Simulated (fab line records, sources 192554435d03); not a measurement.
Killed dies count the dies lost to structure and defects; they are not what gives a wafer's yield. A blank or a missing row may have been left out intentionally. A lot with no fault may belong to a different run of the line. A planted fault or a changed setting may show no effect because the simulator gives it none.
Chamber matching    flow n5-finfet    3 sister chambers for N5_BEOL_M7_PECVD_70 on pecvd-02
The step deposits SiO2 from TEOS/O2, target thk 20 nm, time 22.7 s. 3 wafers are shown with their chamber, then 7 later ones without.

## WAFERS PAIRED WITH THEIR CHAMBERS
wafer   chamber  throttle-valve-pct (%)
L088.6  0        22.5
L091.1  2        21.1
L091.3  1        22.6

## WAFERS WHOSE CHAMBER IS MISSING
wafer   throttle-valve-pct (%)
L091.5  22.9
L094.2  21.2
L094.4  21.1
L094.5  22.7
L095.2  22.4
L095.5  23.1
L095.6  22.7

## WHICH CHAMBER EACH WENT THROUGH
wafer   from the rows above      in truth
L091.5  can't be placed: 1 or 0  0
L094.2  2                        2
L094.4  2                        2
L094.5  can't be placed: 1 or 0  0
L095.2  can't be placed: 0 or 1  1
L095.5  can't be placed: 1 or 0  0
L095.6  can't be placed: 1 or 0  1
2 of 7 placed correctly. Cannot be placed on the basis of these rows: 5; the candidates contain the true chamber in 5. 0 placed wrongly.
How it was worked out, from the rows above alone: a wafer's distance from a chamber is the root of the sum, over the readings, of the square of ((its reading less the chamber's mean) divided by the reading's scatter). If the next closest chamber is less than 2 further off than the closest, the wafer can't be placed; otherwise it belongs to the closest. For every chamber, the mean is computed from those of its wafers that are shown. The scatter (one wafer shown for each chamber): square how far every hidden wafer sits from the nearest shown wafer, average those squares and take the square root.
